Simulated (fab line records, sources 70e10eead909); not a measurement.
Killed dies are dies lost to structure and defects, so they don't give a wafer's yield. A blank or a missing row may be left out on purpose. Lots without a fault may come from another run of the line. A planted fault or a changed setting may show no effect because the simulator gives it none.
fab line records | flow nand_harc
record lots=14 wafers=42 last_day=32
route steps=1302 shown A_CONTACT@1013 THIN_TSV@1273 END@1302
lots that met no fault: from a run of the same line without faults
start_h: hours from the record's first day to the start of the lot's first wafer shown | wait_h: hours since the lot's step before | " the same as in the row above | L1.1+2: a row that stands for several wafers | - no value, or no start given | * or withheld: withheld | < > ~ a bound
route shown NAME@n: a module of which the file shows steps, and the number in the route of the first | usual: mean/standard deviation of fault-free wafers | same: alike in all rows | chamber/n: place in a boat | sites: the reading at each site | _std_site: their standard deviation | _edge_site: outer sites' mean less inner sites' | radius_mm: how far each site lies from the wafer's centre | mask NAME#n: copy n | behind: the tool/chamber that last shaped the wafer | hold: why the lot was held/for how many hours/how that ended | device: the transistor (n, p or np) that didn't switch | end of line: the same wafers' tests at the end of the route | a step without rows: its recipe alone | killed: dies lost to structure and defects at the first sort, not the wafer's yield | map: a wafer's dies, x killed, . not, _ none there
set.NAME: the setting as run; set.NAME@STEP: as run at that earlier step | model.NAME: the simulator's own value behind a step, which no gauge read
steps of the route over a sample of lots; a table a step, a row a wafer
services: from which hour (start_h, from the record's first day; less than 0 if before it) a tool's chamber was out of use, for how many hours, and why
## steps
# step NHARC_A_CONTACT_ETCH_119
# recipe source_w=withheld pressure_mtorr=20 bias_v=3000 time_s=190 target_depth_a=18500 ar_flow_sccm=withheld c4f8_flow_sccm=withheld o2_flow_sccm=withheld chemistry=C4F8/O2/Ar
# columns lot.wafer tool chamber start_h wait_h rf_hours_counter_h
L782.2 har_cap_etch-03 0 500.99 0.1 36
L782.6 " 1 " " -
L782.5 " 0 " " -
L781.2 har_cap_etch-03 1 508.47 0.1 39
L781.4 " 1 " " -
L781.3 " 0 " " -
L789.2 har_cap_etch-01 0 574.58 0.1 15
L789.4 " 0 " " -
L789.5 " 1 " " -
L790.1 har_cap_etch-01 0 586.46 0.1 17
L790.4 " 0 " " -
L790.3 " 1 " " -
L793.1 har_cap_etch-03 1 615.76 0.1 63
L793.4 " 1 " " -
L793.6 " 0 " " -
L795.1 har_cap_etch-02 1 633.27 0.1 113
L795.4 " 0 " " -
L795.6 " 1 " " -
L797.4 har_cap_etch-02 1 658.42 0.1 -
L797.3 " 0 " " -
L797.5 " 0 " " -
L799.1 har_cap_etch-01 0 666.22 0.1 32
L799.3 " 0 " " -
L799.5 " 0 " " -
L798.3 har_cap_etch-02 1 668.30 0.1 -
L798.4 " 0 " " -
L798.5 " 0 " " -
L800.2 har_cap_etch-01 1 685.12 0.1 36
L800.3 " 0 " " -
L800.6 " 1 " " -
L802.2 har_cap_etch-02 0 692.92 0.1 125
L802.3 " 0 " " -
L802.5 " 0 " " -
L801.1 har_cap_etch-01 1 693.24 0.1 38
L801.4 " 1 " " -
L801.3 " 0 " " -
L803.3 har_cap_etch-03 1 694.46 0.1 -
L803.5 " 1 " " -
L803.6 " 0 " " -
L804.1 har_cap_etch-03 0 710.59 0.1 79
L804.4 " 0 " " -
L804.3 " 1 " " -
# step NHARC_THIN_TSV_PVD_51
# recipe target_thk_a=1000 chamber_pressure_pa=5 material=Cu
# usual throttle_valve_pct=30.0/1
# columns lot.wafer tool chamber start_h wait_h throttle_valve_pct
L782.2 pvd_sputter-01 - - - 28.4
L782.6 " - " " 30.1
L782.5 " - " " 28.5
L781.4 pvd_sputter-02 - - - 30.0
L781.2 " - " " 29.8
L781.3 " - " " 30.8
L789.4 pvd_sputter-01 - - - 29.4
L789.2 " - " " 29.7
L789.5 " - " " 29.3
L790.4 pvd_sputter-03 - - - 31.0
L790.3 " - " " 30.5
L790.1 " - " " 30.9
L793.1 pvd_sputter-01 - - - 29.4
L793.4 " - " " 29.4
L793.6 " - " " 29.2
L795.1 pvd_sputter-03 - - - 31.0
L795.4 " - " " 28.1
L795.6 " - " " 31.0
L797.4 pvd_sputter-02 - - - 29.3
L797.3 " - " " 31.2
L797.5 " - " " 31.2
L799.1 pvd_sputter-02 - - - 29.4
L799.3 " - " " 30.9
L799.5 " - " " 29.7
L798.4 pvd_sputter-03 - - - 29.8
L798.3 " - " " 31.2
L798.5 " - " " 29.8
L800.2 pvd_sputter-03 - - - 29.9
L800.3 " - " " 28.3
L800.6 " - " " 29.5
L802.2 pvd_sputter-01 - - - 29.4
L802.3 " - " " 30.7
L802.5 " - " " 29.3
L801.1 pvd_sputter-03 - - - 28.2
L801.4 " - " " 31.1
L801.3 " - " " 29.7
L803.3 pvd_sputter-02 - - - 31.0
L803.6 " - " " 29.5
L803.5 " - " " 31.2
L804.3 pvd_sputter-02 - - - 30.8
L804.1 " - " " 29.5
L804.4 " - " " 31.3
# step NHARC_THIN_TSV_STRIP_56
# recipe power_w=1500 temp_c=250 chemistry=O2
# usual drypump_motor_current_A=6.0/0.32 heater_power_w=325/35
# columns lot.wafer tool chamber start_h wait_h drypump_motor_current_A heater_power_w rf_hours_counter_h
L782.2 plasma_asher-01 1 560.40 0.1 6.2 277 10
L782.6 " 1 " " 6.2 272 -
L782.5 " 0 " " 6.2 327 -
L781.2 plasma_asher-01 0 566.96 0.1 6.2 331 12
L781.3 " 0 " " 6.2 318 -
L781.4 " 1 " " 6.2 267 -
L789.2 plasma_asher-02 0 630.43 0.1 5.4 373 4
L789.4 " 0 " " 5.4 373 -
L789.5 " 0 " " 5.4 373 -
L790.1 plasma_asher-01 1 642.24 0.1 6.2 269 30
L790.3 " 0 " " 6.3 333 -
L790.4 " 1 " " 6.2 278 -
L793.1 plasma_asher-02 1 671.52 0.2 5.9 338 13
L793.4 " 1 " " 5.9 327 -
L793.6 " 1 " " 5.9 345 -
L795.1 plasma_asher-01 0 690.38 0.1 6.2 330 38
L795.4 " 0 " " 6.2 324 -
L795.6 " 0 " " 6.3 328 -
L797.3 plasma_asher-02 0 718.89 0.2 5.4 368 -
L797.4 " 1 " " 5.9 343 -
L797.5 " 1 " " 5.9 347 -
L799.1 plasma_asher-01 0 723.17 0.1 6.2 331 4
L799.3 " 1 " " 6.2 273 -
L799.5 " 0 " " 6.2 326 -
L798.4 plasma_asher-02 0 724.23 0.2 5.4 372 -
L798.3 " 1 " " 5.9 342 -
L798.5 " 0 " " 5.4 368 -
L800.2 plasma_asher-02 0 743.06 0.1 5.4 369 27
L800.3 " 1 " " 5.9 348 -
L800.6 " 0 " " 5.4 368 -
L802.2 plasma_asher-01 0 753.02 0.1 6.2 333 11
L802.3 " 1 " " 6.2 284 -
L802.5 " 1 " " 6.2 275 -
L801.1 plasma_asher-01 1 754.36 0.1 6.3 282 11
L801.4 " 1 " " 6.2 286 -
L801.3 " 0 " " 6.2 334 -
L803.3 plasma_asher-02 1 755.72 0.2 5.9 351 -
L803.5 " 1 " " 5.9 347 -
L803.6 " 0 " " 5.4 373 -
L804.1 plasma_asher-01 1 765.37 0.1 6.2 280 12
L804.4 " 0 " " 6.2 325 -
L804.3 " 1 " " 6.2 279 -
# step NHARC_END_SORT_01
# recipe temp_c=25
# usual killed_at_array=54/12 killed_at_other=0.7/1.1 killed_at_periphery=3.9/2.8 killed_dies=59/13 killed_open=3.4/2 killed_short=2.5/1.7
# same gross_dies=677
# columns lot.wafer tool chamber start_h wait_h killed_at_array killed_at_other killed_at_periphery killed_dies killed_open killed_short
L789.2 prober-02 0 639.53 2.8 119 1 5 125 4 0
L789.4 prober-02 0 641.14 3.4 92 1 8 101 4 4
L789.5 prober-02 0 641.95 3.7 45 0 2 47 2 0
L790.1 prober-01 0 651.88 2.5 114 3 4 121 4 1
L790.3 prober-01 0 653.47 3.1 52 3 2 57 2 1
L790.4 prober-01 0 654.26 3.4 123 3 2 128 3 0
# killed by level:class
L789.2 A_CONTACT:unspecified=66 A_CHANNEL_HOLE_D1:chamber_film_flake=31 A_CHANNEL_HOLE_D2:chamber_film_flake=12 A_WL_FILL:chamber_film_flake=5 P_GATE:chamber_film_flake=2 A_CONTACT:chamber_film_flake=2 P_M0:geometric_particle:open=1 A_CHANNEL_FILL_D1:geometric_particle:open=1
L789.4 A_CONTACT:unspecified=67 A_CHANNEL_HOLE_D2:chamber_film_flake=13 A_WL_FILL:chamber_film_flake=3 P_CONTACT:geometric_particle:short=2 P_GATE:chamber_film_flake=2 A_CONTACT:chamber_film_flake=2 P_CONTACT:geometric_particle:open=1 P_M0:geometric_particle:short=1
L789.5 A_CHANNEL_HOLE_D1:chamber_film_flake=27 A_CHANNEL_HOLE_D2:chamber_film_flake=5 A_CONTACT:chamber_film_flake=5 A_STAIRCASE:chamber_film_flake=2 A_WL_FILL:chamber_film_flake=2 A_CHANNEL_FILL_D2:geometric_particle:open=1 A_CONTACT:geometric_particle:open=1 P_ZERO_WELL:chamber_film_flake=1
L790.1 A_CONTACT:unspecified=64 A_SLIT:chamber_film_flake=27 A_CHANNEL_HOLE_D2:chamber_film_flake=10 P_BONDPAD:chamber_film_flake=3 A_CHANNEL_HOLE_D1:chamber_film_flake=3 THIN_TSV:chamber_film_flake=3 A_M0:geometric_particle:open=2 A_CHANNEL_FILL_D2:chamber_film_flake=2
L790.3 A_SLIT:chamber_film_flake=26 A_CHANNEL_HOLE_D2:chamber_film_flake=13 A_CHANNEL_FILL_D2:chamber_film_flake=3 A_WL_FILL:chamber_film_flake=3 A_BLC:chamber_film_flake=3 THIN_TSV:chamber_film_flake=3 P_CONTACT:geometric_particle:open=2 A_CHANNEL_HOLE_D1:chamber_film_flake=2
L790.4 A_CONTACT:unspecified=64 A_SLIT:chamber_film_flake=31 A_CHANNEL_HOLE_D2:chamber_film_flake=12 A_CHANNEL_HOLE_D1:chamber_film_flake=4 A_BLC:chamber_film_flake=4 THIN_TSV:chamber_film_flake=3 P_BONDPAD:chamber_film_flake=2 A_CHANNEL_FILL_D2:chamber_film_flake=2
## services
# columns tool chamber start_h hours kind
har_cap_etch-01 - 497.00 17.0 pm
plasma_asher-01 - 519.53 9.0 pm
plasma_asher-01 0 519.53 9.0 vent_cycle
plasma_asher-01 1 519.53 9.0 vent_cycle
pvd_sputter-03 - 526.00 10.0 pm
plasma_asher-01 0 528.53 - clean
plasma_asher-01 1 528.53 - clean
pvd_sputter-03 - 575.24 1.9 repair
pvd_sputter-01 - 582.07 10.0 pm
plasma_asher-02 - 602.20 1.4 repair
plasma_asher-02 - 603.76 9.0 pm
har_cap_etch-02 - 629.71 0.5 repair
pvd_sputter-02 - 638.00 10.0 pm
plasma_asher-01 - 684.42 0.3 repair
pvd_sputter-01 - 685.65 8.8 repair
plasma_asher-01 - 696.53 9.0 pm
plasma_asher-01 0 696.53 9.0 vent_cycle
plasma_asher-01 1 696.53 9.0 vent_cycle
plasma_asher-02 - 703.07 2.7 repair
pvd_sputter-03 - 704.00 10.0 pm
pvd_sputter-02 - 720.28 1.0 repair
plasma_asher-02 - 737.97 0.8 repair
har_cap_etch-02 - 754.00 17.0 pm
pvd_sputter-01 - 760.07 10.0 pm
## key
first_sign step=NHARC_END_SORT_01 reading=killed_dies direction=up sigmas=4.7 usual=59 struck=119
effect step=NHARC_END_SORT_01 reading=killed_at_array direction=up sigmas=4.7 usual=54 struck=112
more_kills_born_at NHARC_A_CONTACT_ETCH_119@har_cap_etch-01=260
met_at NHARC_A_CONTACT_ETCH_119
struck_lots L789,L790
struck_wafers L789.2,L789.4,L790.1,L790.4
tester_left_out L789,L790
not_acting_at NHARC_THIN_TSV_PVD_51,NHARC_THIN_TSV_STRIP_56
fault kind=chamber_particle_source tool=har_cap_etch-01 chamber=0 onset_h=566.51 steps=NHARC_A_CONTACT_ETCH_119 rate_per_visit_cm2=1.6091 end_h=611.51
# tester_left_out: of these lots the tester's yield and bins aren't shown, on N5 and GAA mostly nor the transistor test; their killed dies are dies lost to structure and defects alone, not to doping, threshold or leakage, so they don't give the yield
